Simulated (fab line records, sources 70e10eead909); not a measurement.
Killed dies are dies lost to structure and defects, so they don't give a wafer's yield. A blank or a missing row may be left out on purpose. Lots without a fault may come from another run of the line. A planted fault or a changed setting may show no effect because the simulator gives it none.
A struck lot beside a sound one | flow nand_harc | 14 steps out of a route of 1302
Sound: wafers L720.3, L720.5, L720.6. Struck: wafer L738.4. (L738.5, L738.6 of the same lot were not struck and are left out.) The cause comes at the end.
At each step with rows: each side's tool, then ch and its chambers, then its first start. Under that, the readings that differ: sound wafers | struck wafers | difference of the means | sigmas: that difference in standard deviations of wafers without a fault.
alike: readings whose means differ by less than 2 such deviations, and words and numbers that are the same on both sides. not compared: withheld readings, readings that some wafer has no value for, bounds like >300 that may hide the same value, and numbers for which the record gives no deviation and whose values overlap.
The two part at a step that has a row with sigmas, a row that says differs or no value, or rows on one side only. Numbers that don't overlap but have no deviation are shown without sigmas and don't part them. A reading that every wafer of one side lacks parts them only if that side has two wafers or more.

first, 3 steps without rows for these wafers: NHARC_A_CHANNEL_HOLE_D1_STRIP_41 (strips in N2/H2); NHARC_A_CHANNEL_HOLE_D1_STRIP_42 (strips in CF4/CHF3); NHARC_A_CHANNEL_HOLE_D1_STRIP_43 (strips in O2/COS).
NHARC_A_CHANNEL_HOLE_D1_ETCH_44: etches the open film in CF4/O2, target depth 140 nm, overetch 14 nm, time 77 s.
  sound on rie_diel-04 ch 1,2, day 8 08:50; struck on rie_diel-04 ch 2, day 16 08:04
  reading                     | sound       | struck | difference | sigmas
  drypump_motor_current_A (A) | 6.5 6.5 5.2 | 5.2    | -0.9       | -2
  alike: bias_w, chamber_pressure_mTorr, oes_product_au, rf_fwd_power_W, rf_vpp_V, showerhead_plenum_p_Torr, throttle_valve_pct
  not compared: rf_hours_counter_h
NHARC_A_CHANNEL_HOLE_D1_STRIP_27: strips in O2.
  sound on rie_diel-04 ch 0,1,3; struck on rie_diel-04 ch 2
  alike: chamber_pressure_mTorr, drypump_motor_current_A, oes_product_au, rf_vpp_V, showerhead_plenum_p_Torr, throttle_valve_pct
  not compared: rf_hours_counter_h
then, 2 steps without rows for these wafers: NHARC_A_CHANNEL_HOLE_D1_PRECLEAN_28 (cleans in SC1); NHARC_A_CHANNEL_HOLE_D1_SRD_29.
NHARC_A_CHANNEL_HOLE_D1_CD_MEAS_30:
  sound on cd_sem-02, day 8 09:38; struck on cd_sem-03, day 16 08:51
  alike: cd_nm
NHARC_A_CHANNEL_HOLE_D1_XSEM_31:
  sound on xsem-02 ch 0, day 8 09:44; struck on xsem-01 ch 0, day 16 08:56
  alike: bot_cd_nm, bow_nm, tilt_deg
NHARC_A_CHANNEL_HOLE_D1_INSPECT_40:
  sound on defect_inspect-02, day 8 09:49; struck on defect_inspect-01, day 16 09:01
  alike: raw_defect_count
then, 2 steps without rows for these wafers: NHARC_A_CHANNEL_FILL_D1_PRECLEAN_00 (cleans in SC1); NHARC_A_CHANNEL_FILL_D1_SRD_01.
NHARC_A_CHANNEL_FILL_D1_ALD_02: deposits SiO2, target thk 6 nm, pulse time 10 s, ald cycles 60.
  sound on ald_hk-01 ch 0,1,2, day 8 10:14; struck on ald_hk-03 ch 0, day 16 09:24
  reading    | sound    | struck | difference | sigmas
  ald_cycles | 60 60 60 | 73     | +13        |
  alike: heater_power_w, precursor_pulse_height_rel
NHARC_A_CHANNEL_FILL_D1_ALD_03: deposits SiNx, target thk 6 nm, pulse time 60 s, ald cycles 58.
  sound on ald_sin_batch-02 ch 0; struck on ald_sin_batch-01 ch 0
  alike: chamber_pressure_Torr, precursor_pulse_height_rel
  not compared: ald_cycles

WHERE THEY PART
Only at NHARC_A_CHANNEL_HOLE_D1_ETCH_44, within this record. Later steps at which nothing parts them and some readings are alike: NHARC_A_CHANNEL_HOLE_D1_STRIP_27, NHARC_A_CHANNEL_HOLE_D1_CD_MEAS_30, NHARC_A_CHANNEL_HOLE_D1_XSEM_31, NHARC_A_CHANNEL_HOLE_D1_INSPECT_40, NHARC_A_CHANNEL_FILL_D1_ALD_02, NHARC_A_CHANNEL_FILL_D1_ALD_03.

WHY: what the simulator had put in
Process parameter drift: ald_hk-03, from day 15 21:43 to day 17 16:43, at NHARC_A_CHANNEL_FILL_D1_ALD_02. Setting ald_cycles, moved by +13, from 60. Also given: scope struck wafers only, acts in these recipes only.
